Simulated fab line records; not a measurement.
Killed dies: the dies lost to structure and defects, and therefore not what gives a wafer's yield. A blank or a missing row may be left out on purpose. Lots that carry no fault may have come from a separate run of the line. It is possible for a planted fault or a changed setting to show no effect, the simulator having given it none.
A struck lot beside a sound one :: flow n5Finfet :: 18 out of 1938 route steps
Sound: wafers L347.1, L347.4, L347.6. Struck: wafer L356.4. (L356.1 of the same lot was not struck and is left out.) The cause comes at the end.
Each step with rows lists, per side, the tool, then ch with its chambers, then its first start. Under that, the readings that differ: sound wafers :: struck wafers :: difference of the means :: sigmas: that difference in standard deviations of wafers without a fault.
alike: a reading whose means differ by less than 2 such deviations, as well as words and numbers matching on both sides. not compared: withheld readings; readings where some wafer has no value; bounds like >300 that might hide an equal value; numbers whose values overlap and for which the record gives no deviation.
Wherever a step has rows on one side only, a row that says differs or no value, or a row with sigmas, the two part there. Numbers that don't overlap but have no deviation are shown without sigmas and don't part them. Lack of a reading on every wafer of one side parts them only where that side has two or more wafers.

N5_BEOL_M3_INSPECT_30: inspects for defects (brightfield).
  sound on defectInspect-02, day 7 20:55; struck on defectInspect-02, day 10 11:04
  alike: rawDefectCount
then, 2 steps without rows for these wafers: N5_BEOL_M3_DESCUM_33 (chemistry O2, time 7 s); N5_BEOL_M3_ETCH_77 (etches underlayer in N2/H2, target depth 6.5 nm, time 5.2 s).
N5_BEOL_M3_ETCH_69: etches SiARC in CF4, target depth 15.6 nm, time 26 s.
  sound on rieDiel-04 ch 0,2,3, day 7 21:03; struck on rieDiel-04 ch 3, day 10 11:08
  alike: biasW, drypumpMotorCurrentA, etchRfOnTimeS, oesProductAu, rfVppV, showerheadPlenumPTorr, throttleValvePct
  not compared: rfHoursCounterH
N5_BEOL_M3_ALD_98: deposits SiO2, target thk 2.5 nm, pulse time 1 s, co reactant pulse time 1 s.
  sound on aldSin-04 ch 1,2, day 7 21:08; struck on aldSin-04 ch 1, day 10 11:13
reading: heaterPowerW (W)
sound: 101 61 63
struck: 103
difference: +28
sigmas: +2
  alike: chamberPressureTorr, precursorPulseHeightRel
then, 4 steps without rows for these wafers: N5_BEOL_M3_ETCHBACK_99 (etches SiO2 in CHF3, target depth 5 nm, time 10.4 s); N5_BEOL_M3_ETCH_70 (etches SOC in N2/H2, target depth 80 nm, overetch 16 nm, time 120 s); N5_BEOL_M3_STRIP_71 (strips in N2/H2); N5_BEOL_M3_STRIP_78 (strips in N2/H2).
N5_BEOL_M3_VIA_ETCH_34: etches the open film in C4F6/O2, target depth 69.4 nm, time 65.9 s.
  sound on rieDiel-02 ch 1,2,3, day 8 01:56; struck on rieDiel-06 ch 1, day 10 12:28
  alike: biasW, drypumpMotorCurrentA, oesProductAu, rfVppV, showerheadPlenumPTorr, throttleValvePct
  not compared: rfHoursCounterH
then, 1 step without rows for these wafers: N5_BEOL_M3_STRIP_83 (strips in C4F6/O2).
N5_BEOL_M3_STRIP_36: strips in N2/H2.
  sound on rieDiel-02 ch 1,2,3, day 8 01:59; struck on rieDiel-06 ch 1, day 10 12:31
  alike: biasPowerW, drypumpMotorCurrentA, oesProductAu, rfVppV, showerheadPlenumPTorr, throttleValvePct
  not compared: rfHoursCounterH
N5_BEOL_M3_TRENCH_ETCH_37: etches SiOC in C4F6/O2, target depth 55.555 nm, time 29.2 s.
  sound on rieDiel-02 ch 1,2,3, day 8 02:02; struck on rieDiel-06 ch 1, day 10 12:34
reading: oesProductAu (a.u.)
sound: 0.80 0.90 0.84
struck: 1.05
difference: +0.20
sigmas: +3

reading: model.BEOL_M3.featureDepthNm (nm)
sound: 55.2 56 56.2
struck: 76.8
difference: +21.0
sigmas: 

reading: model.etch.depthNm (nm)
sound: 55.15 55.92 56.28
struck: 76.71
difference: +20.93
sigmas: 

reading: model.TiN_of_BEOL_M3_HM_DEP_02.thkNm (nm)
sound: 17.6 17.6 17.4
struck: 17.2
difference: -0.3
sigmas: 
  alike: biasW, drypumpMotorCurrentA, rfVppV, showerheadPlenumPTorr, throttleValvePct
  not compared: rfHoursCounterH
then, 1 step without rows for these wafers: N5_BEOL_M3_ETCH_41 (etches SiCN in CH3F/O2, target depth 29.9 nm, time 52.5 s).
N5_BEOL_M3_STRIP_97: strips in N2/H2, time 10 s.
  sound on rieDiel-02 ch 1,2,3; struck on rieDiel-06 ch 1
  alike: biasPowerW, drypumpMotorCurrentA, oesProductAu, rfVppV, showerheadPlenumPTorr, throttleValvePct
  not compared: rfHoursCounterH
N5_BEOL_M3_OCD_MEAS_38:
  sound on ocd-02, day 8 02:11; struck on ocd-01, day 10 12:43
reading: trenchDepthNm (nm)
sound: 55.1 55.5 56.2
struck: 76.4
difference: +20.8
sigmas: +24
then, 1 step without rows for these wafers: N5_BEOL_M3_HM_STRIP_39 (strips TiN in peroxide tin strip, target depth 25 nm, time 158 s).
N5_BEOL_M4_RC_MEAS_101:
  sound on prober-01 ch 0, day 8 22:31; struck on prober-01 ch 0, day 11 02:31
  alike: DIBL_N, DIBL_P, IOFF_N, IOFF_P, ION_N, ION_P, SS_N, SS_P, VT_N, VT_P

WHERE THEY PART
Last at N5_BEOL_M3_OCD_MEAS_38 as far as this record goes, first at N5_BEOL_M3_ALD_98. Later steps at which nothing parts them and some readings are alike: N5_BEOL_M4_RC_MEAS_101.

WHY: whatever the simulator had introduced
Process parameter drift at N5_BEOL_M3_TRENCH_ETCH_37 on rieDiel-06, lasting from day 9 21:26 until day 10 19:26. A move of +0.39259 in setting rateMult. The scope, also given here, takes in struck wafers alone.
